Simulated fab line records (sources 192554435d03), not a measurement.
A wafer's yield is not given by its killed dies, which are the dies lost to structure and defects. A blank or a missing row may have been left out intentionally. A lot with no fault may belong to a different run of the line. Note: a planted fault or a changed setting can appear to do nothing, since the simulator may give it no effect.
The tool behind it: which one? :: flow n5 finfet :: 9 lots, 27 wafers sampled, at 2 steps of a route of 1938

== WHAT EACH GAUGE READ, for each wafer ==
N5_BEOL_M4_RC_MEAS_101. Usual: DIBL_N 37.1 mV/V, standard deviation 1.8; DIBL_P 37.2 mV/V, standard deviation 2.1; IOFF_N 0.17 nA/um, standard deviation 0.033; IOFF_P 0.22 nA/um, standard deviation 0.037; ION_N 680 uA/um, standard deviation 11; ION_P 464 uA/um, standard deviation 7.7; SS_N 71.7 mV/dec, standard deviation 0.63; SS_P 73.6 mV/dec, standard deviation 0.67; VT_N 248.9 mV, standard deviation 2.9; VT_P -251 mV, standard deviation 3.6.
lot: L306
measured: day 8 19:38
on: prober-01
DIBL_N (mV/V): 37.7 32.4 36.1
DIBL_P (mV/V): 39.0 32.8 37.3
IOFF_N (nA/um): 0.21 0.11 0.18
IOFF_P (nA/um): 0.24 0.15 0.21
ION_N (uA/um): 684 666 682
ION_P (uA/um): 467 458 465
SS_N (mV/dec): 72.2 70.6 71.9
SS_P (mV/dec): 74.0 72.1 73.8
VT_N (mV): 244.9 253.1 246.9
VT_P (mV): -249 -256 -250
flag: 

lot: L304
measured: day 9 21:03
on: prober-02
DIBL_N (mV/V): 37.9 38.6 38.9
DIBL_P (mV/V): 37.9 38.6 40.7
IOFF_N (nA/um): 0.17 0.19 0.21
IOFF_P (nA/um): 0.20 0.22 0.26
ION_N (uA/um): 671 677 713
ION_P (uA/um): 454 459 480
SS_N (mV/dec): 72.0 72.0 71.7
SS_P (mV/dec): 73.3 73.4 73.4
VT_N (mV): 250.8 247.7 244.9
VT_P (mV): -250 -249 -249
flag: 

lot: L309
measured: day 10 00:26
on: prober-02
DIBL_N (mV/V): 37.3 39.4 37.5
DIBL_P (mV/V): 37.8 38.5 36.9
IOFF_N (nA/um): 0.18 0.21 0.18
IOFF_P (nA/um): 0.23 0.24 0.22
ION_N (uA/um): 690 693 689
ION_P (uA/um): 467 462 468
SS_N (mV/dec): 71.9 72.3 71.6
SS_P (mV/dec): 74.0 74.5 73.8
VT_N (mV): 246.8 245.6 246.4
VT_P (mV): -249 -248 -249
flag: 

lot: L321
measured: day 12 22:01
on: prober-01
DIBL_N (mV/V): 36.6 35.4 39.7
DIBL_P (mV/V): 36.0 34.3 38.6
IOFF_N (nA/um): 0.15 0.13 0.21
IOFF_P (nA/um): 0.20 0.18 0.24
ION_N (uA/um): 673 687 671
ION_P (uA/um): 461 472 455
SS_N (mV/dec): 71.4 71.3 72.8
SS_P (mV/dec): 73.1 73.1 73.6
VT_N (mV): 251.9 251.6 248.7
VT_P (mV): -249 -252 -250
flag: 

lot: L322
measured: day 12 22:56
on: prober-01
DIBL_N (mV/V): 33.3 34.7 34.8
DIBL_P (mV/V): 35.1 36.7 38.0
IOFF_N (nA/um): 0.13 0.14 0.15
IOFF_P (nA/um): 0.18 0.21 0.23
ION_N (uA/um): 675 682 678
ION_P (uA/um): 461 465 470
SS_N (mV/dec): 70.6 70.8 71.7
SS_P (mV/dec): 73.1 72.9 74.3
VT_N (mV): 252.0 249.0 249.5
VT_P (mV): -251 -250 -248
flag: 

lot: L324
measured: day 14 01:49
on: prober-02
DIBL_N (mV/V): 35.7 35.8 37.6
DIBL_P (mV/V): 35.8 34.0 37.0
IOFF_N (nA/um): 0.15 0.15 0.17
IOFF_P (nA/um): 0.21 0.19 0.22
ION_N (uA/um): 669 673 674
ION_P (uA/um): 465 461 468
SS_N (mV/dec): 71.6 72.0 72.0
SS_P (mV/dec): 73.1 72.5 73.2
VT_N (mV): 250.2 251.8 251.1
VT_P (mV): -251 -252 -249
flag: 

lot: L325
measured: day 14 06:01
on: prober-01
DIBL_N (mV/V): 38.4 37.4 37.3
DIBL_P (mV/V): 37.9 36.2 35.7
IOFF_N (nA/um): 0.20 0.18 0.17
IOFF_P (nA/um): 0.24 0.22 0.21
ION_N (uA/um): 695 678 666
ION_P (uA/um): 469 461 461
SS_N (mV/dec): 72.2 72.0 71.5
SS_P (mV/dec): 74.3 73.4 73.1
VT_N (mV): 243.4 247.8 249.1
VT_P (mV): -249 -251 -252
flag: 

lot: L326
measured: day 14 10:52
on: prober-02
DIBL_N (mV/V): 39.5 40.7 37.4
DIBL_P (mV/V): 39.0 38.9 35.8
IOFF_N (nA/um): 0.18 0.21 0.16
IOFF_P (nA/um): 0.24 0.24 0.20
ION_N (uA/um): 664 678 680
ION_P (uA/um): 463 461 461
SS_N (mV/dec): 71.9 73.2 71.3
SS_P (mV/dec): 73.9 74.5 73.8
VT_N (mV): 249.3 247.9 250.8
VT_P (mV): -248 -247 -250
flag: 

lot: L327
measured: day 14 13:47
on: prober-02
DIBL_N (mV/V): 40.8 35.2 37.1
DIBL_P (mV/V): 40.8 34.0 36.9
IOFF_N (nA/um): 0.27 0.13 0.18
IOFF_P (nA/um): 0.34 0.20 0.25
ION_N (uA/um): 703 677 679
ION_P (uA/um): 477 463 467
SS_N (mV/dec): 73.1 72.0 71.7
SS_P (mV/dec): 74.0 72.0 73.6
VT_N (mV): 242.1 251.3 248.0
VT_P (mV): -241 -248 -244
flag: 

N5_BEOL_M5_INSPECT_30: inspects for defects (brightfield). Usual: raw defect count at 405, with a standard deviation of 73.
lot: L306
measured: day 8 23:53
on: defect inspect-02
raw defect count: 405 354 393
flag: 

lot: L304
measured: day 10 02:30
on: defect inspect-02
raw defect count: 471 404 236
flag: 

lot: L309
measured: day 10 06:31
on: defect inspect-01
raw defect count: 456 469 466
flag: 

lot: L321
measured: day 13 06:38
on: defect inspect-02
raw defect count: 460 380 377
flag: 

lot: L322
measured: day 13 07:03
on: defect inspect-01
raw defect count: 330 489 451
flag: 

lot: L324
measured: day 14 08:19
on: defect inspect-01
raw defect count: 411 288 381
flag: 

lot: L325
measured: day 14 12:12
on: defect inspect-02
raw defect count: 438 424 458
flag: 

lot: L326
measured: day 14 18:07
on: defect inspect-01
raw defect count: 396 418 434
flag: 

lot: L327
measured: day 14 17:51
on: defect inspect-02
raw defect count: 466 484 328
flag: 

== TOOL THAT RAN EACH LOT (tool first, then ch and the chambers of the sampled wafers, then the start) ==
There is no process step in the record ahead of these readings.

== AS READ BY THE TOOLS THEMSELVES (means over the sampled wafers that have a number; for cases with no such wafer, the mark the record gives instead) ==
The record holds no such reading with a usual standard deviation.

== THE ANSWER, worked out from the rows above alone ==
Rule: lot off if the mean of its wafers having a number is beyond 3 standard deviations from the usual mean. Also off: a lot with no number at a reading for which 4 or more lots have one. The other lots that the step has rows for count as sound. First the gauges in route order, then the tools' own readings, where a lot's mean is used as printed above. The first step at which some lot is off is used, and at that step the reading that is off furthest; a lot without a number counts as furthest.
None of the lots is off at any reading shown; this tells nothing.

== WHAT WAS PUT IN BY THE SIMULATOR ==
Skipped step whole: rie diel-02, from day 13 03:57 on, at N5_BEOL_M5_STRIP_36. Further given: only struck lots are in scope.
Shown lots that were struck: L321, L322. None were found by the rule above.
